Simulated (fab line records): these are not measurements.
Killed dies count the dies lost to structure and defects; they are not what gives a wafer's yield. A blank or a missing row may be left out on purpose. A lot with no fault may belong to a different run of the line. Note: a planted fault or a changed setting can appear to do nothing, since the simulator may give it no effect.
fab line records	flow n5Finfet
[record] lots = 7	wafers = 21
route steps=1938 shown WELL_APT@24 FIN_SAQP@134 DUMMY_GATE@220 SD_EPI_N@267 ILD0@338 HKMG_FIN@403
startH: the number of hours between the record's first day and the start of the first shown wafer of the lot	waitH: how many hours have passed since the lot's step before this one	" the same as in the row above	L1.1+2: several wafers, shown together as one row	- value missing, or start not given	* or withheld: withheld	< > ~ a bound
route shown NAME@n: NAME is a module with steps in the file, n the number in the route of the first one	usual: mean/standard deviation taken from wafers without a fault	same: alike in all rows	chamber/n: place in a boat	sites: readings site by site	_std_site: how widely they spread, as a standard deviation	_edge_site: inner sites' mean taken away from outer sites' mean	radiusMm: how far each site lies from the wafer's centre	mask NAME#n: copy n	behind: the last tool/chamber to shape the wafer	hold: why the lot was held/for how many hours/how that ended	device: the n, p or np transistor that did not switch	end of line: tests of these same wafers at the route's end	where a step has no rows: the recipe by itself	killed: count of dies lost to structure and defects at first sort (not the wafer's yield)	map: shows each die of a wafer: x if killed, . if not, _ if none is there
set.NAME: the setting the step ran with; set.NAME@STEP: the setting that earlier step ran with	model.NAME: the simulator's own value behind a step, which no gauge read
lots with deliberately changed settings; one table per step, one row per wafer
[[steps]]
[step N5_WELL_APT_EXPOSE_05]
[recipe] maskId = NWELL	na = 0.8	sourceShape = conventional	sigmaOuter = 0.8	polarization = unpolarized	defocusNm = 0	targetCdNm = 200	doseMj = 20.3
lot.wafer	tool	chamber	startH	waitH	mask	set.doseMj
L076.2+4+5	krfScanner-02	0	25.53	-	NWELL#0	20.3
L079.1+4	krfScanner-02	0	43.54	-	NWELL#0	20.3
L079.2	"	0	"	"	NWELL#0	21.54
L083.3+5	krfScanner-02	0	67.74	-	NWELL#0	21.38
L083.4	"	0	"	"	NWELL#0	20.3
L088.1	krfScanner-01	0	97.64	-	NWELL#0	21.67
L088.4+5	"	0	"	"	NWELL#0	20.3
L089.1+4	krfScanner-02	0	103.66	-	NWELL#0	18.84
L089.2	"	0	"	"	NWELL#0	20.3
L090.1+2+5	krfScanner-01	0	110.67	-	NWELL#0	20.3
L092.1+3+4	krfScanner-02	0	121.76	-	NWELL#0	20.3
[step N5_WELL_APT_PEB_06]
[recipe] pebTempC = 130	pebTimeS = 90
lot.wafer	tool	chamber	startH	waitH	set.pebTimeS
L076.2+4+5	lithoTrack-02	0	25.58	0.0	90
L079.1	lithoTrack-04	0	43.60	0.1	90
L079.2+4	"	0	"	"	107.8
L083.3+4+5	lithoTrack-04	0	67.79	0.0	90
L088.1	lithoTrack-05	0	97.69	0.1	90
L088.4+5	"	0	"	"	101.4
L089.1+4	lithoTrack-02	0	103.72	0.1	90
L089.2	"	0	"	"	95.49
L090.1+5	lithoTrack-04	0	110.73	0.1	78.49
L090.2	"	0	"	"	90
L092.1+4	lithoTrack-02	0	121.82	0.1	72.86
L092.3	"	0	"	"	90
[step N5_WELL_APT_DEVELOP_07]
[recipe] developTimeS = 45	rinseLiquid = surfactantRinse	dry = airSpin	devTempC = 21
[step N5_WELL_APT_HARDBAKE_12]
[recipe] tempC = 130	timeS = 120
[step N5_WELL_APT_CD_MEAS_08]
[recipe] targetCdNm = 200	landingEnergyEv = 500	detector = seInlens
[usual] cdNm = 200.1/1.1
lot.wafer	tool	chamber	startH	waitH	set.doseMj@WELL_APT_EXPOSE_05	set.pebTimeS@WELL_APT_PEB_06	cdNm
L076.2	cdSem-01	0	25.70	-	20.3	90	200.5
L076.4	"	0	"	"	20.3	90	198.8
L076.5	"	0	"	"	20.3	90	200.2
L079.1	cdSem-02	0	43.71	-	20.3	90	199.9
L079.2	"	0	"	"	21.54	107.8	215.9
L079.4	"	0	"	"	20.3	107.8	207.6
L083.3	cdSem-03	0	67.91	-	21.38	90	208.7
L083.4	"	0	"	"	20.3	90	200.9
L083.5	"	0	"	"	21.38	90	209.1
L088.1	cdSem-03	0	97.81	-	21.67	90	210.2
L088.4	"	0	"	"	20.3	101.4	202.5
L088.5	"	0	"	"	20.3	101.4	202.8
L089.1	cdSem-03	0	103.83	-	18.84	90	188.2
L089.2	"	0	"	"	20.3	95.49	201.3
L089.4	"	0	"	"	18.84	90	188.7
L090.1	cdSem-01	0	110.84	-	20.3	78.49	195.6
L090.2	"	0	"	"	20.3	90	200.9
L090.5	"	0	"	"	20.3	78.49	195.4
L092.1	cdSem-02	0	121.94	-	20.3	72.86	192.7
L092.3	"	0	"	"	20.3	90	200.4
L092.4	"	0	"	"	20.3	72.86	191.6
[step N5_WELL_APT_DESCUM_13]
[recipe] chemistry = O2	timeS = 7.9	sourcePowerW = 50	biasPowerW = 20	pressureMtorr = 20	rfFrequencyHz = 2.712e+07	tempC = 40	o2FlowSccm = 225
lot.wafer	tool	chamber	startH	waitH	set.doseMj@WELL_APT_EXPOSE_05	set.pebTimeS@WELL_APT_PEB_06	model.WELL_APT.cdNm
L076.2	rieDiel-01	2	25.79	0.0	20.3	90	200.2
L076.4	"	1	"	"	20.3	90	199
L076.5	"	2	"	"	20.3	90	200.8
L079.1	rieDiel-01	3	43.80	0.0	20.3	90	199.9
L079.2	"	2	"	"	21.54	107.8	216.1
L079.4	"	1	"	"	20.3	107.8	207.4
L083.3	rieDiel-02	0	68.06	0.1	21.38	90	208.6
L083.4	"	2	"	"	20.3	90	200.9
L083.5	"	0	"	"	21.38	90	209.2
L088.1	rieDiel-05	2	97.90	0.0	21.67	90	210.7
L088.4	"	1	"	"	20.3	101.4	202.6
L088.5	"	1	"	"	20.3	101.4	202.9
L089.1	rieDiel-05	2	103.92	0.0	18.84	90	188.3
L089.2	"	0	"	"	20.3	95.49	201.3
L089.4	"	3	"	"	18.84	90	188.5
L090.1+5	rieDiel-02	1	110.93	0.0	20.3	78.49	195.7
L090.2	"	3	"	"	20.3	90	200.7
L092.1	rieDiel-02	0	122.02	0.0	20.3	72.86	192.3
L092.3	"	2	"	"	20.3	90	200.7
L092.4	"	1	"	"	20.3	72.86	191.8
[step N5_FIN_SAQP_ETCH_69]
[recipe] chemistry = N2/H2	target = SOC	targetDepthA = 1500	stopOn = SiNx	ionEnergyEv = 100	biasW = 61	pressureMtorr = 30	sourceW = 850	n2FlowSccm = 200	h2FlowSccm = 200
lot.wafer	tool	chamber	startH	waitH	set.targetDepthA	model.SOC_of_FIN_SAQP_COAT_68.thkNm
L076.2	rieDiel-01	1	37.26	-	1500	5
L076.4	"	2	"	"	1500	6.2
L076.5	"	1	"	"	1500	4.6
L079.1	rieDiel-02	1	55.12	-	1680	0
L079.2+4	"	3,2	"	"	1500	5.2
L083.3	rieDiel-02	2	79.02	-	1500	4
L083.4	"	0	"	"	1612	0
L083.5	"	2	"	"	1500	4.2
L088.1	rieDiel-02	0	109.23	-	1365	13.8
L088.4	"	2	"	"	1365	12.4
L088.5	"	2	"	"	1365	11.8
L089.1	rieDiel-05	2	116.38	-	1500	6
L089.2	"	1	"	"	1416	10.2
L089.4	"	3	"	"	1500	4.8
L090.1	rieDiel-05	0	122.25	-	1500	7.8
L090.2	"	2	"	"	1430	9.6
L090.5	"	0	"	"	1500	7.2
L092.1	rieDiel-02	1	133.09	-	1500	3.4
L092.3	"	2	"	"	1500	3.2
L092.4	"	0	"	"	1500	4
[step N5_DUMMY_GATE_HM_DEP_06]
[recipe] material = SiNx	targetThkA = 800	precursor = DCS/NH3	tempC = 700	pressureMtorr = 300	timeS = 5141
lot.wafer	tool	chamber	startH	waitH	set.timeS	model.SiNx_of_DUMMY_GATE_HM_DEP_06.thkNm
L076.2	lpcvd-02	0/95	55.09	0.0	5141	80
L076.4	"	0/104	"	"	5141	80.2
L076.5	"	0/109	"	"	5141	79.2
L079.1	-	-	-	0.0	4771	73.6
L079.2	"	-	"	"	4771	74.4
L079.4	"	-	"	"	4771	75
L083.3	-	-	-	0.0	5588	86.2
L083.4	"	-	"	"	5588	86.4
L083.5	"	-	"	"	5588	87.6
L088.1	-	-	-	0.0	4563	72
L088.4	"	-	"	"	4563	71.2
L088.5	"	-	"	"	4563	70.8
L089.1	-	-	-	0.0	5439	85.4
L089.2	"	-	"	"	5439	85.8
L089.4	"	-	"	"	5439	85.2
L090.1+2	-	-	-	0.0	4755	73.6
L090.5	"	-	"	"	4755	74
L092.1+4	-	-	-	0.0	5587	86.2
L092.3	"	-	"	"	5587	86.4
[step N5_SD_EPI_N_EXPOSE_06]
[recipe] maskId = SD_N_BLK	na = 1.35	sourceShape = conventional	sigmaOuter = 0.8	polarization = unpolarized	targetCdNm = 120	doseMj = 39.75
lot.wafer	tool	chamber	startH	waitH	mask	set.doseMj
L076.2+4+5	arfiScanner-01	0	62.28	-	SD_N_BLK#0	39.75
L079.1+2	arfiScanner-03	0	78.94	-	SD_N_BLK#0	37.98
L079.4	"	0	"	"	SD_N_BLK#0	39.75
L083.3+4	arfiScanner-01	0	101.89	-	SD_N_BLK#0	39.75
L083.5	"	0	"	"	SD_N_BLK#0	38.16
L088.1+5	arfiScanner-01	0	134.25	-	SD_N_BLK#0	39.75
L088.4	"	0	"	"	SD_N_BLK#0	37.24
L089.1+2+4	arfiScanner-01	0	138.58	-	SD_N_BLK#0	39.75
L090.1	arfiScanner-02	0	147.19	-	SD_N_BLK#0	41.76
L090.2+5	"	0	"	"	SD_N_BLK#0	39.75
L092.1+3+4	arfiScanner-03	0	156.89	-	SD_N_BLK#0	39.75
[step N5_SD_EPI_N_PEB_07]
[recipe] pebTempC = 110	pebTimeS = 60	resist = CAR-ArF-block
lot.wafer	tool	chamber	startH	waitH	set.pebTimeS
L076.2+4+5	lithoTrack-02	0	62.33	0.0	60
L079.1+2+4	lithoTrack-02	0	78.99	0.1	60
L083.3+5	lithoTrack-05	0	101.93	0.0	54.21
L083.4	"	0	"	"	60
L088.1+5	lithoTrack-02	0	134.31	0.1	63.61
L088.4	"	0	"	"	60
L089.1+4	lithoTrack-05	0	138.64	0.1	60
L089.2	"	0	"	"	49.48
L090.1+2+5	lithoTrack-04	0	147.25	0.1	60
L092.1+3	lithoTrack-02	0	156.95	0.1	46.53
L092.4	"	0	"	"	60
[step N5_SD_EPI_N_DEVELOP_08]
[recipe] developTimeS = 30	developer = TMAH	resist = CAR-ArF-block	devTempC = 23	rinseLiquid = diw	dry = airSpin
[step N5_SD_EPI_N_CD_MEAS_09]
[recipe] targetCdNm = 120	landingEnergyEv = 500	detector = seInlens
[usual] cdNm = 119.9/0.52
lot.wafer	tool	chamber	startH	waitH	set.doseMj@SD_EPI_N_EXPOSE_06	set.pebTimeS@SD_EPI_N_PEB_07	cdNm
L076.2	cdSem-03	0	62.40	-	39.75	60	120.5
L076.4	"	0	"	"	39.75	60	120.2
L076.5	"	0	"	"	39.75	60	119.6
L079.1	cdSem-03	0	79.06	-	37.98	60	116.1
L079.2	"	0	"	"	37.98	60	117.0
L079.4	"	0	"	"	39.75	60	120.5
L083.3	cdSem-03	0	102.00	-	39.75	54.21	116.1
L083.4	"	0	"	"	39.75	60	119.8
L083.5	"	0	"	"	38.16	54.21	113.1
L088.1	cdSem-01	0	134.37	-	39.75	63.61	121.6
L088.4	"	0	"	"	37.24	60	116.1
L088.5	"	0	"	"	39.75	63.61	121.4
L089.1	cdSem-01	0	138.71	-	39.75	60	119.6
L089.2	"	0	"	"	39.75	49.48	113.2
L089.4	"	0	"	"	39.75	60	119.8
L090.1	cdSem-01	0	147.32	-	41.76	60	122.5
L090.2	"	0	"	"	39.75	60	120.5
L090.5	"	0	"	"	39.75	60	119.7
L092.1	cdSem-03	0	157.02	-	39.75	46.53	109.6
L092.3	"	0	"	"	39.75	46.53	109.6
L092.4	"	0	"	"	39.75	60	119.4
[step N5_SD_EPI_N_DESCUM_14]
[recipe] chemistry = O2	timeS = 7.9	sourcePowerW = 50	biasPowerW = 20	pressureMtorr = 20	rfFrequencyHz = 2.712e+07	tempC = 40	resist = CAR-ArF-block	o2FlowSccm = 225
lot.wafer	tool	chamber	startH	waitH	set.doseMj@SD_EPI_N_EXPOSE_06	set.pebTimeS@SD_EPI_N_PEB_07	model.SD_EPI_N.cdNm
L076.2	rieDiel-05	0	62.49	0.0	39.75	60	120.6
L076.4	"	3	"	"	39.75	60	120
L076.5	"	2	"	"	39.75	60	119.8
L079.1	rieDiel-02	3	79.36	0.0	37.98	60	116.2
L079.2	"	0	"	"	37.98	60	116.6
L079.4	"	2	"	"	39.75	60	120.4
L083.3	rieDiel-01	3	102.40	0.3	39.75	54.21	115.8
L083.4	"	0	"	"	39.75	60	119.6
L083.5	"	1	"	"	38.16	54.21	113.2
L088.1	rieDiel-05	2	134.46	0.0	39.75	63.61	122
L088.4	"	1	"	"	37.24	60	115.8
L088.5	"	1	"	"	39.75	63.61	121.4
L089.1	rieDiel-05	3	139.12	0.4	39.75	60	119.8
L089.2	"	1	"	"	39.75	49.48	113.2
L089.4	"	2	"	"	39.75	60	120
L090.1	rieDiel-05	1	147.66	0.3	41.76	60	122.8
L090.2	"	0	"	"	39.75	60	120.6
L090.5	"	0	"	"	39.75	60	119.6
L092.1	rieDiel-02	1	157.13	0.1	39.75	46.53	109.4
L092.3	"	0	"	"	39.75	46.53	109.8
L092.4	"	3	"	"	39.75	60	119.4
[step N5_SD_EPI_N_ETCH_34]
[recipe] chemistry = CF4	target = SiARC	targetDepthA = 455	maskMaterial = CAR-ArF-block	timeS = 75.8	ionEnergyEv = 80	pressureMtorr = 40	sourceW = 545	biasW = 36	Ar_flow_sccm = 100	cf4FlowSccm = 100	ends = cleared
lot.wafer	tool	chamber	startH	waitH	set.doseMj@SD_EPI_N_EXPOSE_06	set.pebTimeS@SD_EPI_N_PEB_07	model.SD_EPI_N.cdNm
L076.2	rieDiel-05	0	62.52	0.0	39.75	60	120.6
L076.4	"	3	"	"	39.75	60	120.2
L076.5	"	2	"	"	39.75	60	119.8
L079.1	rieDiel-02	3	79.39	0.0	37.98	60	116
L079.2	"	0	"	"	37.98	60	116.6
L079.4	"	2	"	"	39.75	60	120.2
L083.3	rieDiel-01	3	102.44	0.0	39.75	54.21	115.8
L083.4	"	0	"	"	39.75	60	119.8
L083.5	"	1	"	"	38.16	54.21	113
L088.1	rieDiel-05	2	134.50	0.0	39.75	63.61	122
L088.4	"	1	"	"	37.24	60	115.8
L088.5	"	1	"	"	39.75	63.61	121.4
L089.1	rieDiel-05	3	139.16	0.0	39.75	60	119.8
L089.2	"	1	"	"	39.75	49.48	113.4
L089.4	"	2	"	"	39.75	60	120.2
L090.1	rieDiel-05	1	147.69	0.0	41.76	60	122.8
L090.2	"	0	"	"	39.75	60	120.8
L090.5	"	0	"	"	39.75	60	120
L092.1	rieDiel-02	1	157.16	0.0	39.75	46.53	109.4
L092.3	"	0	"	"	39.75	46.53	109.8
L092.4	"	3	"	"	39.75	60	119.4
[step N5_SD_EPI_N_ETCH_35]
[recipe] chemistry = N2/H2	target = SOC	overetchA = 1080	maskMaterial = SiARC	tempC = 40	ionEnergyEv = 100	sourceW = 3000	biasW = 133	pressureMtorr = 20	timeS = 486	n2FlowSccm = 200	h2FlowSccm = 200
lot.wafer	tool	chamber	startH	waitH	set.pebTimeS@SD_EPI_N_PEB_07	model.SD_EPI_N.cdNm
L076.2	rieDiel-05	0	62.58	0.0	60	120
L076.4	"	3	"	"	60	120.8
L076.5	"	2	"	"	60	121
L079.1	rieDiel-02	3	79.45	0.0	60	116
L079.2	"	0	"	"	60	117.4
L079.4	"	2	"	"	60	120.8
L083.3	rieDiel-01	3	102.49	0.0	54.21	116.6
L083.4	"	0	"	"	60	119.4
L083.5	"	1	"	"	54.21	112.2
L088.1	rieDiel-05	2	134.55	0.0	63.61	122.6
L088.4	"	1	"	"	60	115.2
L088.5	"	1	"	"	63.61	121.4
L089.1	rieDiel-05	3	139.22	0.0	60	120.2
L089.2	"	1	"	"	49.48	113.6
L089.4	"	2	"	"	60	120.8
L090.1	rieDiel-05	1	147.75	0.0	60	123
L090.2	"	0	"	"	60	122
L090.5	"	0	"	"	60	120.8
L092.1	rieDiel-02	1	157.22	0.0	46.53	110
L092.3	"	0	"	"	46.53	109.6
L092.4	"	3	"	"	60	118.2
[step N5_SD_EPI_N_STRIP_36]
[recipe] chemistry = N2/H2	tempC = 40	n2FlowSccm = 200	h2FlowSccm = 200	rfFrequencyHz = 6e+07
[step N5_SD_EPI_N_ETCHBACK_44]
[recipe] chemistry = CH3F/O2	mode = anisotropicEtchback	target = SiNx	targetDepthA = 145	stopOn = SiO2	overEtchFrac = 0.3	ionEnergyEv = 120	pressureMtorr = 30	sourceW = 395	biasW = 73	Ar_flow_sccm = 150	CH3F_flow_sccm = 30	O2_flow_sccm = 20
[step N5_SD_EPI_N_ETCH_45]
[recipe] chemistry = CH3F/O2	target = SiOCN	targetDepthA = 60	maskMaterial = SOC	ionEnergyEv = 60	biasW = 29	pressureMtorr = 15	sourceW = 410	Ar_flow_sccm = 150	CH3F_flow_sccm = 30	O2_flow_sccm = 20
[step N5_SD_EPI_N_ETCH_16]
[recipe] chemistry = CHF3/O2	target = SiO2	targetDepthA = 50	maskMaterial = SOC	pressureMtorr = 30	sourceW = 650	biasW = 170	Ar_flow_sccm = 200	CHF3_flow_sccm = 50	O2_flow_sccm = 5	ionEnergyEv = 200
lot.wafer	tool	chamber	startH	waitH	set.doseMj@SD_EPI_N_EXPOSE_06	set.pebTimeS@SD_EPI_N_PEB_07	model.SD_EPI_N.cdNm
L076.2	rieDiel-05	0	63.10	0.1	39.75	60	120
L076.4	"	3	"	"	39.75	60	120.8
L076.5	"	2	"	"	39.75	60	121
L079.1	rieDiel-02	3	79.98	0.1	37.98	60	116
L079.2	"	0	"	"	37.98	60	117.4
L079.4	"	2	"	"	39.75	60	120.6
L083.3	rieDiel-01	3	103.02	0.1	39.75	54.21	116.6
L083.4	"	0	"	"	39.75	60	119.4
L083.5	"	1	"	"	38.16	54.21	112.4
L088.1	rieDiel-05	2	135.08	0.1	39.75	63.61	122.6
L088.4	"	1	"	"	37.24	60	115
L088.5	"	1	"	"	39.75	63.61	121.4
L089.1	rieDiel-05	3	139.74	0.1	39.75	60	120.2
L089.2	"	1	"	"	39.75	49.48	113.6
L089.4	"	2	"	"	39.75	60	120.8
L090.1	rieDiel-05	1	148.28	0.1	41.76	60	123
L090.2	"	0	"	"	39.75	60	122
L090.5	"	0	"	"	39.75	60	120.8
L092.1	rieDiel-02	1	157.74	0.1	39.75	46.53	110
L092.3	"	0	"	"	39.75	46.53	109.6
L092.4	"	3	"	"	39.75	60	118.4
[step N5_SD_EPI_N_STRIP_47]
[recipe] chemistry = CHF3/O2	resist = SiARC	rfFrequencyHz = 6e+07
[step N5_SD_EPI_N_SD_RECESS_17]
[recipe] chemistry = HBr/Cl2/O2	targetDepthA = 410	maskMaterial = SOC	timeS = 23.7	btTimeS = 3	pressureMtorr = 10	icpW = 800	biasW = 112	HBr_flow_sccm = 150	Cl2_flow_sccm = 80	O2_flow_sccm = 12
lot.wafer	tool	chamber	startH	waitH	set.doseMj@SD_EPI_N_EXPOSE_06	set.pebTimeS@SD_EPI_N_PEB_07	model.SD_EPI_N.cdNm
L076.2	rieSi-04	1	63.17	0.0	39.75	60	119.8
L076.4+5	"	3,1	"	"	39.75	60	120.8
L079.1	rieSi-04	2	80.05	0.0	37.98	60	116
L079.2	"	3	"	"	37.98	60	117.4
L079.4	"	1	"	"	39.75	60	120.8
L083.3	rieSi-03	3	103.09	0.0	39.75	54.21	116.6
L083.4	"	2	"	"	39.75	60	119.4
L083.5	"	0	"	"	38.16	54.21	112.6
L088.1	rieSi-04	0	135.15	0.0	39.75	63.61	122.6
L088.4	"	0	"	"	37.24	60	115
L088.5	"	2	"	"	39.75	63.61	121.4
L089.1	rieSi-03	3	139.81	0.0	39.75	60	120.2
L089.2	"	1	"	"	39.75	49.48	113.6
L089.4	"	2	"	"	39.75	60	120.8
L090.1	rieSi-04	1	148.35	0.0	41.76	60	123
L090.2	"	2	"	"	39.75	60	122
L090.5	"	2	"	"	39.75	60	120.8
L092.1	rieSi-03	1	157.81	0.0	39.75	46.53	110
L092.3	"	3	"	"	39.75	46.53	109.8
L092.4	"	2	"	"	39.75	60	118.4
[step N5_ILD0_CMP_03]
[recipe] stopOn = SiNx	tOverpolishS = 1.9	postCmpClean = alkalineBrush	downForcePsi = 4.1491	platenRpm = 51.796	padVelocityMS = 1.0306	targetThkNm = 197.38
[usual] timeToEndpointS = 70/3.4
lot.wafer	tool	chamber	startH	waitH	set.downForcePsi	timeToEndpointS
L076.4	cmp-02	1	74.84	0.1	4.1491	71
L076.2	"	2	"	"	4.1491	73
L076.5	"	0	"	"	4.1491	79
L079.2	cmp-04	2	91.25	0.0	4.1491	66
L079.1	"	3	"	"	3.293	85
L079.4	"	1	"	"	4.1491	68
L083.3	cmp-04	0	115.72	0.2	4.1491	68
L083.4	"	1	"	"	4.1491	71
L083.5	"	0	"	"	4.1491	67
L088.1	cmp-02	2	145.91	0.0	3.644	85
L088.4	"	3	"	"	4.1491	75
L088.5	"	3	"	"	4.1491	72
L089.4	cmp-02	2	150.63	0.0	4.1491	75
L089.2	"	0	"	"	3.76	79
L089.1	"	1	"	"	3.76	80
L090.2	cmp-02	1	160.44	0.1	4.977	61
L090.1	"	2	"	"	4.1491	73
L090.5	"	0	"	"	4.977	62
L092.1	cmp-03	1	170.03	0.0	4.1491	72
L092.4	"	2	"	"	4.1491	70
L092.3	"	0	"	"	3.842	73
[step N5_HKMG_FIN_ETCH_55]
[recipe] chemistry = N2/H2	target = SOC	targetDepthA = 2400	tempC = 40	timeS = 300	ionEnergyEv = 200	maskMaterial = SiARC	pressureMtorr = 30	sourceW = 840	biasW = 150	n2FlowSccm = 200	h2FlowSccm = 200
[usual] rfVppV = 523.6/2.3
lot.wafer	tool	chamber	startH	waitH	set.biasW	rfVppV	model.HKMG_FIN.featureDepthNm	model.etch.depthNm	model.SiARC_of_HKMG_FIN_COAT_42.thkNm
L076.2	rieDiel-01	3	85.78	0.0	150	526.5	241	241	21
L076.4	"	0	"	"	150	522.8	240.2	240.2	21.2
L076.5	"	3	"	"	150	526.3	240.6	240.6	21
L079.1	rieDiel-02	1	101.37	0.0	135.5	495.4	230.6	230.6	22.8
L079.2	"	3	"	"	150	526.4	236.4	236.3	21.2
L079.4	"	0	"	"	135.5	490.3	226	226	22.6
L083.3	rieDiel-05	1	125.91	0.0	150	521.8	240.8	240.8	20.8
L083.4	"	3	"	"	164.9	552.0	250.4	250.4	19.4
L083.5	"	0	"	"	164.9	556.4	247.6	247.6	19.4
L088.1	rieDiel-01	2	156.49	0.0	150	523.9	234.8	234.8	21.4
L088.4	"	0	"	"	150	523.2	237	237	21.2
L088.5	"	0	"	"	150	523.6	235	235.1	21.4
L089.1	rieDiel-01	3	161.17	0.0	140.2	503.6	233.8	233.9	22.2
L089.2	"	0	"	"	150	523.4	240.6	240.5	21.2
L089.4	"	2	"	"	140.2	502.3	230.6	230.6	22.4
L090.1	rieDiel-05	3	170.49	0.0	150	520.6	236.6	236.7	21.4
L090.2	"	2	"	"	150	521.7	236.4	236.4	21.6
L090.5	"	1	"	"	150	523.0	237.6	237.6	21.2
L092.1	rieDiel-01	1	181.03	0.0	167.8	559.1	255.8	255.7	18.8
L092.3	"	2	"	"	150	524.6	233.2	233.2	21.4
L092.4	"	0	"	"	150	523.4	237.6	237.7	21.2
[[key]]
[split] step = N5_WELL_APT_EXPOSE_05	setting = doseMj	stated = 20.3	by = wafer
[response] step = N5_WELL_APT_DESCUM_13	reading = model.WELL_APT.cdNm	change = +1.62	per = 1%	r = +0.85
[response] step = N5_WELL_APT_CD_MEAS_08	reading = cdNm	slope = +1.55	per = 1%	togetherWith = pebTimeS@WELL_APT_PEB_06	explained = 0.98
[split] step = N5_WELL_APT_PEB_06	setting = pebTimeS	stated = 90	by = wafer
[response] step = N5_WELL_APT_CD_MEAS_08	reading = cdNm	slope = +0.374	per = 1%	togetherWith = doseMj@WELL_APT_EXPOSE_05	explained = 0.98
[response] step = N5_WELL_APT_DESCUM_13	reading = model.WELL_APT.cdNm	slope = +0.368	per = 1%	togetherWith = doseMj@WELL_APT_EXPOSE_05	explained = 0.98
[split] step = N5_FIN_SAQP_ETCH_69	setting = targetDepthA	stated = 1500	by = wafer
[response] step = N5_FIN_SAQP_ETCH_69	reading = model.SOC_of_FIN_SAQP_COAT_68.thkNm	change = -0.513	per = 1%	r = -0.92
[split] step = N5_DUMMY_GATE_HM_DEP_06	setting = timeS	stated = 5141	by = lot
[response] step = N5_DUMMY_GATE_HM_DEP_06	reading = model.SiNx_of_DUMMY_GATE_HM_DEP_06.thkNm	change = +0.787	per = 1%	r = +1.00
[split] step = N5_SD_EPI_N_EXPOSE_06	setting = doseMj	stated = 39.75	by = wafer
[response] step = N5_SD_EPI_N_CD_MEAS_09	reading = cdNm	slope = +0.589	per = 1%	togetherWith = pebTimeS@SD_EPI_N_PEB_07	explained = 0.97
[response] step = N5_SD_EPI_N_DESCUM_14	reading = model.SD_EPI_N.cdNm	slope = +0.624	per = 1%	togetherWith = pebTimeS@SD_EPI_N_PEB_07	explained = 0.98
[response] step = N5_SD_EPI_N_ETCH_34	reading = model.SD_EPI_N.cdNm	slope = +0.615	per = 1%	togetherWith = pebTimeS@SD_EPI_N_PEB_07	explained = 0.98
[response] step = N5_SD_EPI_N_ETCH_16	reading = model.SD_EPI_N.cdNm	slope = +0.69	per = 1%	togetherWith = pebTimeS@SD_EPI_N_PEB_07	explained = 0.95
[response] step = N5_SD_EPI_N_SD_RECESS_17	reading = model.SD_EPI_N.cdNm	slope = +0.693	per = 1%	togetherWith = pebTimeS@SD_EPI_N_PEB_07	explained = 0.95
[split] step = N5_SD_EPI_N_PEB_07	setting = pebTimeS	stated = 60	by = wafer
[response] step = N5_SD_EPI_N_CD_MEAS_09	reading = cdNm	change = +0.443	per = 1%	r = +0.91
[response] step = N5_SD_EPI_N_DESCUM_14	reading = model.SD_EPI_N.cdNm	change = +0.449	per = 1%	r = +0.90
[response] step = N5_SD_EPI_N_ETCH_35	reading = model.SD_EPI_N.cdNm	change = +0.424	per = 1%	r = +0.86
[response] step = N5_SD_EPI_N_ETCH_16	reading = model.SD_EPI_N.cdNm	change = +0.429	per = 1%	r = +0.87
[response] step = N5_SD_EPI_N_ETCH_34	reading = model.SD_EPI_N.cdNm	slope = +0.413	per = 1%	togetherWith = doseMj@SD_EPI_N_EXPOSE_06	explained = 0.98
[response] step = N5_SD_EPI_N_SD_RECESS_17	reading = model.SD_EPI_N.cdNm	slope = +0.383	per = 1%	togetherWith = doseMj@SD_EPI_N_EXPOSE_06	explained = 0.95
[split] step = N5_ILD0_CMP_03	setting = downForcePsi	stated = 4.1491	by = wafer
[response] step = N5_ILD0_CMP_03	reading = timeToEndpointS	change = *	per = 1%	r = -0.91
[split] step = N5_HKMG_FIN_ETCH_55	setting = biasW	stated = 150	by = wafer
[response] step = N5_HKMG_FIN_ETCH_55	reading = rfVppV	change = +3.18	per = 1%	r = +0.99
[response] step = N5_HKMG_FIN_ETCH_55	reading = model.HKMG_FIN.featureDepthNm	change = +1.22	per = 1%	r = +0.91
[response] step = N5_HKMG_FIN_ETCH_55	reading = model.etch.depthNm	change = +1.21	per = 1%	r = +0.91
[response] step = N5_HKMG_FIN_ETCH_55	reading = model.SiARC_of_HKMG_FIN_COAT_42.thkNm	change = -0.174	per = 1%	r = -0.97
